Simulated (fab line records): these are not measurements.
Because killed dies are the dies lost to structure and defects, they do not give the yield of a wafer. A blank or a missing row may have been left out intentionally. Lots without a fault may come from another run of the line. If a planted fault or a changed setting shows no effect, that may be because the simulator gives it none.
Chamber matching -- flow n5-finfet -- pecvd-02 running N5_BEOL_M11_ILD_DEP_00: 3 sister chambers
The step deposits SiCOH lowk from DEMS/porogen, target thk 308.51 nm, time 58 s. 6 wafers are shown with their chamber, then 10 later ones without.

EACH WAFER AND ITS CHAMBER
wafer,chamber,throttle-valve-pct (%),heater-power-w (W)
L084.3,2,12.6,236
L090.1,0,14.2,372
L090.4,1,14.9,276
L090.6,0,14.5,368
L093.1,1,14.9,269
L093.2,2,13.3,265

WAFERS MISSING THEIR CHAMBER
wafer,throttle-valve-pct (%),heater-power-w (W)
L093.4,13.3,271
L095.2,13.1,255
L095.5,14.2,376
L095.6,13.2,278
L097.2,13.1,250
L097.3,13.2,256
L097.5,14.4,377
L096.1,14.8,275
L096.2,14.3,376
L096.4,14.5,382

EACH ONE'S CHAMBER
wafer,from the rows above,in truth
L093.4,2,2
L095.2,2,2
L095.5,0,0
L095.6,2,2
L097.2,2,2
L097.3,2,2
L097.5,0,0
L096.1,1,1
L096.2,0,0
L096.4,0,0
Correct placement for 10 of the 10. Can't be placed from these rows: 0. Number placed wrongly: 0.
How it was worked out, from the rows above alone: a wafer's distance from a chamber is the root of the sum, over the readings, of the square of ((its reading less the chamber's mean) divided by the reading's scatter). If the next closest chamber is less than 2 further off than the closest, the wafer can't be placed; otherwise it belongs to the closest. The mean given for a chamber averages the wafers shown for that chamber. The scatter: the root of (the sum of the squares of (reading less its chamber's mean) over the shown wafers, divided by (wafers less chambers)).
